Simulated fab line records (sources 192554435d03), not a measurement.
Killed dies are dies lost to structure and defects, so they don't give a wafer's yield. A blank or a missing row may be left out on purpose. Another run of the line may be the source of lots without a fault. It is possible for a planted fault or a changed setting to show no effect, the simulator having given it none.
fab line records	flow n5Finfet
record: lots: 7	wafers: 39
route steps=1938 shown SD_EPI_N@273 MOL_CONTACT_COAG@586 BEOL_M0_CUTY@711 BEOL_M4@1070 BEOL_M5@1157
startH: start of the lot's first displayed wafer, in hours after the record's first day	waitH: hours from the lot's prior step to this one	" the same as in the row above	L1.1+2: several wafers, shown together as one row	- no value present, or no start provided	* or withheld: withheld	< > ~ a bound
route shown NAME@n: NAME is a module with steps in the file, n the number in the route of the first one	usual: the fault-free wafers' mean and standard deviation	same: alike in all rows	chamber/n: place in a boat	sites: readings site by site	_std_site: the standard deviation of these	_edge_site: inner sites' mean taken away from outer sites' mean	radiusMm: for every site, how far away it sits from the centre of the wafer	mask NAME#n: copy n	behind: the most recent tool/chamber to have shaped the wafer	hold: what put the lot on hold/how long, in hours/how the hold closed	device: names the non-switching transistor (n, p or np)	end of line: the same wafers' tests at the end of the route	a step given without rows: its recipe and nothing more	killed: not the wafer's yield, but the dies lost to structure and defects at the first sort	map: a wafer's dies, marking killed ones x, the rest . and places with no die _
set.NAME: the setting the step ran with; set.NAME@STEP: the setting that earlier step ran with	model.NAME: the simulator's own value behind a step, which no gauge read
lots run with intentionally changed settings; tables by step, rows by wafer
== steps ==
step: N5_SD_EPI_N_DESCUM_14
recipe: chemistry: O2	timeS: 7.9	sourcePowerW: 50	biasPowerW: 20	pressureMtorr: 20	rfFrequencyHz: 2.712e+07	tempC: 40	resist: CAR-ArF-block	o2FlowSccm: 225
lot.wafer	tool	chamber	startH	waitH	set.timeS	model.CAR-ArF-block_of_SD_EPI_N_COAT_03.thkNm
L077.1+3	rieDiel-03	2,1	70.75	0.2	11.8	141.4
L077.2	"	3	"	"	7.9	143
L077.4+5	"	0	"	"	7.9	143.6
L077.6	"	3	"	"	11.8	140.4
L079.1	rieDiel-05	2	78.68	0.0	7.9	143.6
L079.3	"	1	"	"	7.9	144
L079.4	"	0	"	"	7.9	144.2
L087.1+3+5	rieDiel-01	2,3,1	133.90	0.0	7.9	143.2
L087.2	"	1	"	"	7.9	143.6
L087.4	"	0	"	"	7.9	143
L087.6	"	2	"	"	7.9	143.4
L091.1	rieDiel-03	0	151.85	0.5	7.9	143.2
L091.2	"	1	"	"	7.9	143.8
L091.3+4	"	0,1	"	"	7.9	143.6
L091.5	"	1	"	"	7.9	142.8
L091.6	"	0	"	"	7.9	143.4
L092.1	rieDiel-01	0	157.49	0.2	10.78	142
L092.2	"	1	"	"	10.78	142.2
L092.3	"	2	"	"	10.78	142.6
L092.4+6	"	0,1	"	"	7.9	144
L092.5	"	2	"	"	7.9	144.2
L094.1+3	rieDiel-01	1,0	169.32	0.0	7.9	143.8
L094.2+4+5	"	2,1,0	"	"	9.094	142.8
L094.6	"	2	"	"	7.9	143.2
L095.1	rieDiel-03	2	176.38	0.0	7.9	143
L095.2	"	0	"	"	7.9	143.4
L095.3	"	3	"	"	11.12	141.6
L095.4	"	1	"	"	11.12	141.8
L095.5	"	3	"	"	11.12	141.4
L095.6	"	2	"	"	7.9	143.8
step: N5_MOL_CONTACT_COAG_VIA_ETCH_46
recipe: chemistry: C4F6/O2	targetDepthA: 460	overetchA: 92	maskMaterial: SOC	target: SiO2	biasW: 455	pressureMtorr: 10	timeS: 40	sourceW: 325	Ar_flow_sccm: 300	C4F6_flow_sccm: 10	O2_flow_sccm: 10	ionEnergyEv: 575.3	ends: endPoint
lot.wafer	tool	chamber	startH	waitH	set.targetDepthA	model.SOC_of_MOL_CONTACT_COAG_COAT_75.thkNm
L077.1+4+6	rieDiel-03	1,3,0	120.81	0.0	460	50.6
L077.2+3+5	"	2,0,3	"	"	460	50.4
L079.1+3	rieDiel-03	1,2	133.60	0.0	460	50.2
L079.4	"	0	"	"	460	50.4
L087.1	rieDiel-01	3	184.90	0.0	460	50.6
L087.2+3	"	0,2	"	"	460	50.8
L087.4	"	1	"	"	460	51.4
L087.5+6	"	3,0	"	"	460	51
L091.1	rieDiel-01	2	201.28	0.0	460	50.4
L091.2	"	3	"	"	460	50.8
L091.3+6	"	0	"	"	735.4	47.2
L091.4	"	2	"	"	735.4	46.8
L091.5	"	3	"	"	460	50.6
L092.1	rieDiel-01	3	209.20	0.0	224	53.2
L092.2	"	0	"	"	460	50.6
L092.3	"	2	"	"	224	53
L092.4	"	1	"	"	460	50.8
L092.5	"	3	"	"	224	53.4
L092.6	"	0	"	"	460	50.4
L094.1+3	rieDiel-03	1,2	226.13	0.0	629.3	48.4
L094.2	"	0	"	"	629.3	48.6
L094.4+6	"	3,0	"	"	460	50.8
L094.5	"	1	"	"	460	50.6
L095.1+3+5+6	rieDiel-05	3,2,1,2	226.33	0.0	460	50.4
L095.2+4	"	0,1	"	"	460	50.6
step: N5_BEOL_M0_CUTY_DESCUM_61
recipe: chemistry: O2	timeS: 7.9	sourcePowerW: 50	biasPowerW: 20	pressureMtorr: 20	rfFrequencyHz: 2.712e+07	tempC: 40	resist: CAR-ArF-block	o2FlowSccm: 225
lot.wafer	tool	chamber	startH	waitH	set.timeS	model.CAR-ArF-block_of_BEOL_M0_CUTY_COAT_51.thkNm
L077.1+2	rieDiel-03	2,1	135.01	0.0	6.309	144.4
L077.3	"	3	"	"	6.309	144.2
L077.4	"	0	"	"	7.9	144
L077.5+6	"	1,0	"	"	7.9	143.2
L079.1+4	rieDiel-03	1,3	146.63	0.0	7.9	143.8
L079.3	"	3	"	"	7.9	143.4
L087.1	rieDiel-01	3	199.99	0.2	11.36	142
L087.2+4	"	0,3	"	"	7.9	144.4
L087.3	"	2	"	"	11.36	141.6
L087.5	"	2	"	"	7.9	143.6
L087.6	"	0	"	"	11.36	141.8
L091.1+6	rieDiel-05	3,2	216.00	0.1	7.9	143.8
L091.2	"	2	"	"	7.9	143.6
L091.3	"	1	"	"	7.9	144.4
L091.4+5	"	0,3	"	"	7.9	144
L092.1	rieDiel-05	3	225.33	0.0	7.9	143.8
L092.2	"	2	"	"	9.154	142.2
L092.3	"	0	"	"	9.154	143.4
L092.4	"	1	"	"	9.154	143
L092.5	"	0	"	"	7.9	143.4
L092.6	"	3	"	"	7.9	144
L094.1+2	rieDiel-03	0,3	239.98	0.1	7.9	144
L094.3	"	2	"	"	7.9	143.8
L094.4	"	1	"	"	7.9	143.4
L094.5	"	0	"	"	7.9	144.4
L094.6	"	3	"	"	7.9	143.6
L095.1+5	rieDiel-01	2,3	244.91	0.2	7.9	143.6
L095.2	"	1	"	"	4.077	146
L095.3+4	"	0,3	"	"	4.077	145.8
L095.6	"	2	"	"	7.9	143.8
step: N5_BEOL_M0_CUTY_ETCH_62
recipe: chemistry: CF4	target: SiARC	maskMaterial: CAR-ArF-block	timeS: 58.5	ionEnergyEv: 80	pressureMtorr: 40	sourceW: 545	biasW: 36	Ar_flow_sccm: 100	cf4FlowSccm: 100	ends: cleared
lot.wafer	tool	chamber	startH	waitH	set.timeS@BEOL_M0_CUTY_DESCUM_61	model.CAR-ArF-block_of_BEOL_M0_CUTY_COAT_51.thkNm
L077.1+2	rieDiel-03	2,1	135.04	0.0	6.309	119.4
L077.3	"	3	"	"	6.309	119.2
L077.4	"	0	"	"	7.9	118.8
L077.5	"	1	"	"	7.9	118
L077.6	"	0	"	"	7.9	118.2
L079.1+4	rieDiel-03	1,3	146.66	0.0	7.9	118.8
L079.3	"	3	"	"	7.9	118.4
L087.1	rieDiel-01	3	200.02	0.0	11.36	116.8
L087.2+4	"	0,3	"	"	7.9	119.4
L087.3	"	2	"	"	11.36	116.4
L087.5	"	2	"	"	7.9	118.6
L087.6	"	0	"	"	11.36	116.6
L091.1+4	rieDiel-05	3,0	216.04	0.0	7.9	118.8
L091.2+6	"	2	"	"	7.9	118.6
L091.3	"	1	"	"	7.9	119.2
L091.5	"	3	"	"	7.9	119
L092.1	rieDiel-05	3	225.36	0.0	7.9	118.6
L092.2	"	2	"	"	9.154	117.2
L092.3	"	0	"	"	9.154	118.2
L092.4	"	1	"	"	9.154	117.8
L092.5	"	0	"	"	7.9	118.4
L092.6	"	3	"	"	7.9	118.8
L094.1	rieDiel-03	0	240.01	0.0	7.9	119
L094.2+3	"	3,2	"	"	7.9	118.8
L094.4+6	"	1,3	"	"	7.9	118.4
L094.5	"	0	"	"	7.9	119.2
L095.1+5	rieDiel-01	2,3	244.94	0.0	7.9	118.4
L095.2	"	1	"	"	4.077	121
L095.3	"	0	"	"	4.077	120.6
L095.4	"	3	"	"	4.077	120.8
L095.6	"	2	"	"	7.9	118.8
step: N5_BEOL_M4_TRENCH_ETCH_37
recipe: chemistry: C4F6/O2	targetDepthA: 555.55	target: SiOC	timeS: 29.2	ionEnergyEv: 250	pressureMtorr: 30	sourceW: 355	biasW: 185	Ar_flow_sccm: 300	C4F6_flow_sccm: 10	O2_flow_sccm: 10
lot.wafer	tool	chamber	startH	waitH	set.targetDepthA	model.etch.depthNm	model.BEOL_M4.featureDepthNm
L077.1	rieDiel-01	0	-	-	555.55	56.74	56.8
L077.2	"	1	"	"	555.55	54.87	54.8
L077.3	"	3	"	"	555.55	56.61	56.6
L077.4	"	2	"	"	555.55	58.63	58.6
L077.5	"	1	"	"	555.55	54.84	54.8
L077.6	"	2	"	"	555.55	58.5	58.6
L079.1	rieDiel-03	2	-	-	555.55	56.82	56.8
L079.3	"	1	"	"	555.55	56.41	56.4
L079.4	"	3	"	"	555.55	57.75	57.8
L087.1	rieDiel-01	2	-	-	442.3	45.86	45.8
L087.2	"	3	"	"	442.3	44.35	44.4
L087.3	"	1	"	"	555.55	54.29	54.2
L087.4	"	0	"	"	442.3	44.62	44.6
L087.5	"	0	"	"	555.55	55.75	55.8
L087.6	"	1	"	"	555.55	54.05	54
L091.1	rieDiel-01	1	-	-	555.55	54.08	54
L091.2	"	0	"	"	795.9	81.06	81
L091.3	"	3	"	"	795.9	79.91	80
L091.4	"	2	"	"	795.9	83.03	83
L091.5	"	3	"	"	555.55	55.57	55.6
L091.6	"	2	"	"	555.55	58.3	58.2
L092.1	rieDiel-01	0	-	-	555.55	56.28	56.2
L092.2	"	3	"	"	555.55	55.62	55.6
L092.3	"	1	"	"	555.55	53.97	54
L092.4	"	2	"	"	380.3	39.3	39.4
L092.5	"	2	"	"	380.3	39.33	39.4
L092.6	"	1	"	"	380.3	36.81	36.8
L094.1	rieDiel-03	2	-	-	555.55	55.76	55.8
L094.2	"	3	"	"	555.55	57.72	57.8
L094.3	"	1	"	"	555.55	56.76	56.8
L094.4	"	1	"	"	555.55	57.41	57.4
L094.5	"	3	"	"	555.55	58.21	58.2
L094.6	"	2	"	"	555.55	56.04	56
L095.1	rieDiel-05	1	-	-	555.55	56.92	57
L095.2	"	0	"	"	555.55	56.86	56.8
L095.3	"	3	"	"	555.55	59	59
L095.4	"	2	"	"	555.55	57.53	57.6
L095.5	"	2	"	"	555.55	57.59	57.6
L095.6	"	3	"	"	555.55	58.32	58.4
step: N5_BEOL_M4_ETCH_41
recipe: chemistry: CH3F/O2	target: SiCN	targetDepthA: 299	taperDeg: 2	timeS: 52.5	ionEnergyEv: 120	maskMaterial: TiN	pressureMtorr: 30	sourceW: 395	biasW: 75	Ar_flow_sccm: 150	CH3F_flow_sccm: 30	O2_flow_sccm: 20
step: N5_BEOL_M4_STRIP_97
recipe: chemistry: N2/H2	timeS: 10	powerW: 450	tempC: 40	pressureMtorr: 20	rfFrequencyHz: 6e+07	biasPowerW: 7	n2FlowSccm: 200	h2FlowSccm: 200
step: N5_BEOL_M4_OCD_MEAS_38
usual: trenchDepthNm: 56.6/1.2
lot.wafer	tool	chamber	startH	waitH	set.targetDepthA@BEOL_M4_TRENCH_ETCH_37	trenchDepthNm
L077.1	ocd-02	-	194.19	-	555.55	56.9
L077.2	"	-	"	"	555.55	55.0
L077.3	"	-	"	"	555.55	56.8
L077.4	"	-	"	"	555.55	58.5
L077.5	"	-	"	"	555.55	55.0
L077.6	"	-	"	"	555.55	58.4
L079.1	ocd-02	-	199.94	-	555.55	57.0
L079.3	"	-	"	"	555.55	56.6
L079.4	"	-	"	"	555.55	57.8
L087.1	ocd-01	-	247.29	-	442.3	46.1
L087.2	"	-	"	"	442.3	44.8
L087.3	"	-	"	"	555.55	54.6
L087.4	"	-	"	"	442.3	45.0
L087.5	"	-	"	"	555.55	55.9
L087.6	"	-	"	"	555.55	54.4
L091.1	ocd-02	-	265.44	-	555.55	54.4
L091.2	"	-	"	"	795.9	81.5
L091.3	"	-	"	"	795.9	80.0
L091.4	"	-	"	"	795.9	83.0
L091.5	"	-	"	"	555.55	55.2
L091.6	"	-	"	"	555.55	58.1
L092.1	ocd-01	-	278.84	-	555.55	56.8
L092.2	"	-	"	"	555.55	55.4
L092.3	"	-	"	"	555.55	53.9
L092.4	"	-	"	"	380.3	39.5
L092.5	"	-	"	"	380.3	39.4
L092.6	"	-	"	"	380.3	37.1
L094.1	ocd-01	-	297.30	-	555.55	55.5
L094.2	"	-	"	"	555.55	57.9
L094.3	"	-	"	"	555.55	56.7
L094.4	"	-	"	"	555.55	57.3
L094.5	"	-	"	"	555.55	58.5
L094.6	"	-	"	"	555.55	56.6
L095.1	ocd-02	-	297.50	-	555.55	57.0
L095.2	"	-	"	"	555.55	56.8
L095.3	"	-	"	"	555.55	59.1
L095.4	"	-	"	"	555.55	57.4
L095.5	"	-	"	"	555.55	57.4
L095.6	"	-	"	"	555.55	59.0
step: N5_BEOL_M4_HM_STRIP_39
recipe: chemistry: peroxideTinStrip	material: TiN	targetDepthA: 250	tempC: 50	timeS: 158
step: N5_BEOL_M4_SRD_40
recipe: timeS: 30	tempC: 23	rinseLiquid: diw	dry: ipaMarangoni
step: N5_BEOL_M4_ECD_50
recipe: material: Cu	targetThkA: 3000
step: N5_BEOL_M4_ANNEAL_51
recipe: tempC: 225	timeS: 90	ambient: N2
step: N5_BEOL_M4_CMP_52
recipe: stopOn: SiOC	tOverpolishS: 6.8	downForcePsi: 1	platenRpm: 50	clearingPlatenDownForcePsi: 1.5	clearingPlatenRpm: 50	postCmpClean: cuAlkaline	targetThkNm: 40	clearingPlatenPadVelocityMS: 0.99484	padVelocityMS: 0.99484
lot.wafer	tool	chamber	startH	waitH	set.targetDepthA@BEOL_M4_TRENCH_ETCH_37	model.Cu_of_BEOL_M4_ECD_50.thkNm
L077.4	cmp-02	2	197.69	0.1	555.55	42.4
L077.3	"	3	"	"	555.55	39.8
L077.1	"	0	"	"	555.55	41.2
L077.2	"	1	"	"	555.55	39.6
L077.5	"	2	"	"	555.55	38.2
L077.6	"	3	"	"	555.55	43.2
L079.4	cmp-01	3	203.53	0.1	555.55	42.4
L079.1	"	0	"	"	555.55	41
L079.3	"	2	"	"	555.55	40.8
L087.2	cmp-01	2	251.78	0.3	442.3	28.8
L087.4	"	3	"	"	442.3	27.8
L087.3	"	0	"	"	555.55	38.6
L087.1	"	1	"	"	442.3	30
L087.5	"	2	"	"	555.55	40
L087.6	"	3	"	"	555.55	37.8
L091.3	cmp-04	3	269.20	0.2	795.9	65.2
L091.2	"	0	"	"	795.9	65
L091.1+5	"	1,3	"	"	555.55	38
L091.4	"	2	"	"	795.9	68.2
L091.6	"	0	"	"	555.55	42.2
L092.4	cmp-02	3	282.98	0.1	380.3	26.2
L092.2	"	0	"	"	555.55	41.4
L092.1	"	1	"	"	555.55	43.2
L092.3	"	2	"	"	555.55	38.6
L092.5	"	3	"	"	380.3	24.8
L092.6	"	0	"	"	380.3	22
L094.1	cmp-02	1	302.21	0.3	555.55	41.6
L094.4	"	2	"	"	555.55	42
L094.3+2	"	3,0	"	"	555.55	42.2
L094.5	"	1	"	"	555.55	43.2
L094.6	"	2	"	"	555.55	40.4
L095.2	cmp-01	3	302.94	0.2	555.55	40.6
L095.3	"	0	"	"	555.55	42.2
L095.1	"	1	"	"	555.55	41.2
L095.4	"	2	"	"	555.55	40.4
L095.6	"	3	"	"	555.55	42.4
L095.5	"	0	"	"	555.55	41.4
step: N5_BEOL_M4_THK_MEAS_53
recipe: thkMeasGauge: xrf	reads: Cu_of_BEOL_M4_ECD_50
usual: M4_THK: 40.5/1.8
lot.wafer	tool	chamber	startH	waitH	set.targetDepthA@BEOL_M4_TRENCH_ETCH_37	M4_THK[nm]
L077.1	filmMetro-01	-	197.98	-	555.55	41.2
L077.2	"	-	"	"	555.55	39.7
L077.3	"	-	"	"	555.55	39.6
L077.4	"	-	"	"	555.55	42.3
L077.5	"	-	"	"	555.55	38.1
L077.6	"	-	"	"	555.55	43.3
L079.1	filmMetro-02	-	203.82	-	555.55	41.6
L079.3	"	-	"	"	555.55	41.4
L079.4	"	-	"	"	555.55	42.8
L087.1	filmMetro-01	-	252.08	-	442.3	29.5
L087.2	"	-	"	"	442.3	28.4
L087.3	"	-	"	"	555.55	38.1
L087.4	"	-	"	"	442.3	27.3
L087.5	"	-	"	"	555.55	39.3
L087.6	"	-	"	"	555.55	37.4
L091.1	filmMetro-01	-	269.49	-	555.55	37.6
L091.2	"	-	"	"	795.9	64.3
L091.3	"	-	"	"	795.9	64.2
L091.4	"	-	"	"	795.9	67.2
L091.5	"	-	"	"	555.55	37.7
L091.6	"	-	"	"	555.55	41.6
L092.1	filmMetro-02	-	283.28	-	555.55	43.1
L092.2	"	-	"	"	555.55	41.4
L092.3	"	-	"	"	555.55	38.8
L092.4	"	-	"	"	380.3	26.1
L092.5	"	-	"	"	380.3	24.8
L092.6	"	-	"	"	380.3	22.0
L094.1	filmMetro-01	-	302.51	-	555.55	41.0
L094.2	"	-	"	"	555.55	41.7
L094.3	"	-	"	"	555.55	41.5
L094.4	"	-	"	"	555.55	41.4
L094.5	"	-	"	"	555.55	42.8
L094.6	"	-	"	"	555.55	39.9
L095.1	filmMetro-01	-	303.23	-	555.55	41.0
L095.2	"	-	"	"	555.55	40.4
L095.3	"	-	"	"	555.55	41.9
L095.4	"	-	"	"	555.55	40.1
L095.5	"	-	"	"	555.55	41.1
L095.6	"	-	"	"	555.55	42.0
step: N5_BEOL_M4_PRE_CLEAN_60
recipe: gas: NH3/H2	timeS: 15	tempC: *	rfPowerW: 300
step: N5_BEOL_M4_CO_CAP_55
recipe: material: Co	targetThkA: 20	tempC: 200	precursor: CCTBA/H2	pressureTorr: 30	timeS: 102.1
step: N5_BEOL_M4_PRE_CLEAN_56
recipe: gas: NH3	timeS: 15	tempC: withheld	rfPowerW: 300
step: N5_BEOL_M4_DEP_57
recipe: material: SiCN	targetThkA: 80	tempC: withheld	precursor: 3MS/NH3	pressureTorr: 3	rfW: 202	timeS: 14
step: N5_BEOL_M4_RS_MEAS_58
recipe: thkMeasGauge: four-point-probe	reads: Co_of_BEOL_M4_CO_CAP_55+Cu_of_BEOL_M4_ECD_50+Co_of_BEOL_M4_CVD_47+TaN_of_BEOL_M4_ALD_84
usual: M4_RS: 0.65/0.036
lot.wafer	tool	chamber	startH	waitH	set.targetDepthA@BEOL_M4_TRENCH_ETCH_37	M4_RS[ohm/sq]
L077.1	filmMetro-02	-	198.24	0.0	555.55	0.64
L077.2	"	-	"	"	555.55	0.68
L077.3	"	-	"	"	555.55	0.67
L077.4	"	-	"	"	555.55	0.62
L077.5	"	-	"	"	555.55	0.71
L077.6	"	-	"	"	555.55	0.60
L079.1	filmMetro-02	-	204.08	0.0	555.55	0.65
L079.3	"	-	"	"	555.55	0.65
L079.4	"	-	"	"	555.55	0.62
L087.1	filmMetro-01	-	252.63	0.0	442.3	0.98
L087.2	"	-	"	"	442.3	1.03
L087.3	"	-	"	"	555.55	0.70
L087.4	"	-	"	"	442.3	1.08
L087.5	"	-	"	"	555.55	0.67
L087.6	"	-	"	"	555.55	0.72
L091.1	filmMetro-02	-	269.75	0.0	555.55	0.71
L091.2	"	-	"	"	795.9	0.36
L091.3	"	-	"	"	795.9	0.36
L091.4	"	-	"	"	795.9	0.34
L091.5	"	-	"	"	555.55	0.71
L091.6	"	-	"	"	555.55	0.62
L092.1	filmMetro-02	-	283.54	0.0	555.55	0.60
L092.2	"	-	"	"	555.55	0.64
L092.3	"	-	"	"	555.55	0.70
L092.4	"	-	"	"	380.3	1.17
L092.5	"	-	"	"	380.3	1.26
L092.6	"	-	"	"	380.3	1.48
L094.1	filmMetro-02	-	302.83	0.1	555.55	0.63
L094.2	"	-	"	"	555.55	0.62
L094.3	"	-	"	"	555.55	0.62
L094.4	"	-	"	"	555.55	0.63
L094.5	"	-	"	"	555.55	0.60
L094.6	"	-	"	"	555.55	0.66
L095.1	filmMetro-01	-	303.52	0.1	555.55	0.64
L095.2	"	-	"	"	555.55	0.66
L095.3	"	-	"	"	555.55	0.63
L095.4	"	-	"	"	555.55	0.66
L095.5	"	-	"	"	555.55	0.64
L095.6	"	-	"	"	555.55	0.62
step: N5_BEOL_M5_VIA_ETCH_34
recipe: chemistry: C4F6/O2	target: SiCOH_lowk	targetDepthA: 883	maskMaterial: SOC	taperDeg: 4	timeS: 39.2	ionEnergyEv: 250	pressureMtorr: 30	sourceW: 345	biasW: 185	Ar_flow_sccm: 300	C4F6_flow_sccm: 10	O2_flow_sccm: 10
lot.wafer	tool	chamber	startH	waitH	set.targetDepthA	model.etch.depthNm	model.SOC_of_BEOL_M5_COAT_65.thkNm
L077.1	rieDiel-06	3	202.31	0.0	883	88.5	55.8
L077.2	"	0	"	"	883	89.03	55.6
L077.3	"	2	"	"	883	85.75	56
L077.4	"	3	"	"	883	88.49	55.8
L077.5	"	2	"	"	883	86.72	56
L077.6	"	0	"	"	883	88.51	55.6
L079.1	rieDiel-04	2	211.79	0.0	883	85.41	56.2
L079.3	"	3	"	"	883	85.79	56
L079.4	"	1	"	"	883	86.98	56
L087.1	rieDiel-04	1	257.71	0.0	883	86.69	56
L087.2	"	2	"	"	883	87.36	56
L087.3	"	0	"	"	883	87.7	56
L087.4	"	3	"	"	883	85.98	55.8
L087.5	"	2	"	"	883	86.64	56
L087.6	"	3	"	"	883	86.18	56
L091.1	rieDiel-04	1	274.44	0.0	883	87.85	55.8
L091.2	"	2	"	"	578.4	56.85	57.4
L091.3	"	0	"	"	883	86.87	56
L091.4	"	3	"	"	578.4	56.24	57.2
L091.5	"	0	"	"	578.4	57.47	57.2
L091.6	"	3	"	"	883	86.48	55.8
L092.1	rieDiel-04	0	288.42	0.0	1171	115.7	54.2
L092.2	"	1	"	"	1171	115.4	54
L092.3	"	0	"	"	883	87.35	55.6
L092.4	"	1	"	"	883	87.58	55.4
L092.5	"	1	"	"	1171	115.9	54
L092.6	"	0	"	"	883	87.75	55.6
L094.1	rieDiel-02	1	308.84	0.0	582.8	59.67	57
L094.2	"	3	"	"	883	89.79	55.8
L094.3	"	0	"	"	883	88.54	56
L094.4	"	2	"	"	582.8	59.2	57.2
L094.5	"	3	"	"	883	90.28	55.8
L094.6	"	0	"	"	582.8	58.43	57.4
L095.1	rieDiel-02	3	309.86	0.0	883	89.6	55.8
L095.2	"	2	"	"	355.1	35.69	58.2
L095.3	"	0	"	"	883	87.17	55.6
L095.4	"	1	"	"	355.1	35.7	58
L095.5	"	1	"	"	355.1	35.82	58
L095.6	"	0	"	"	883	87.6	56
== key ==
split: step: N5_SD_EPI_N_DESCUM_14	setting: timeS	stated: 7.9	by: wafer
response: step: N5_SD_EPI_N_DESCUM_14	reading: model.CAR-ArF-block_of_SD_EPI_N_COAT_03.thkNm	change: -0.0471	per: 1%	r: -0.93
split: step: N5_MOL_CONTACT_COAG_VIA_ETCH_46	setting: targetDepthA	stated: 460	by: wafer
response: step: N5_MOL_CONTACT_COAG_VIA_ETCH_46	reading: model.SOC_of_MOL_CONTACT_COAG_COAT_75.thkNm	change: -0.0566	per: 1%	r: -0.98
split: step: N5_BEOL_M0_CUTY_DESCUM_61	setting: timeS	stated: 7.9	by: wafer
response: step: N5_BEOL_M0_CUTY_DESCUM_61	reading: model.CAR-ArF-block_of_BEOL_M0_CUTY_COAT_51.thkNm	change: -0.0488	per: 1%	r: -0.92
response: step: N5_BEOL_M0_CUTY_ETCH_62	reading: model.CAR-ArF-block_of_BEOL_M0_CUTY_COAT_51.thkNm	change: -0.0518	per: 1%	r: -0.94
split: step: N5_BEOL_M4_TRENCH_ETCH_37	setting: targetDepthA	stated: 555.55	by: wafer
response: step: N5_BEOL_M4_TRENCH_ETCH_37	reading: model.etch.depthNm	change: +0.556	per: 1%	r: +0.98
response: step: N5_BEOL_M4_TRENCH_ETCH_37	reading: model.BEOL_M4.featureDepthNm	change: +0.556	per: 1%	r: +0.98
response: step: N5_BEOL_M4_OCD_MEAS_38	reading: trenchDepthNm	change: +0.558	per: 1%	r: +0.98
response: step: N5_BEOL_M4_CMP_52	reading: model.Cu_of_BEOL_M4_ECD_50.thkNm	change: +0.575	per: 1%	r: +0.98
response: step: N5_BEOL_M4_THK_MEAS_53	reading: M4_THK	change: +0.569	per: 1%	r: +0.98
response: step: N5_BEOL_M4_RS_MEAS_58	reading: M4_RS	change: -0.0127	per: 1%	r: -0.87
split: step: N5_BEOL_M5_VIA_ETCH_34	setting: targetDepthA	stated: 883	by: wafer
response: step: N5_BEOL_M5_VIA_ETCH_34	reading: model.etch.depthNm	change: +0.877	per: 1%	r: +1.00
response: step: N5_BEOL_M5_VIA_ETCH_34	reading: model.SOC_of_BEOL_M5_COAT_65.thkNm	change: -0.0397	per: 1%	r: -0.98
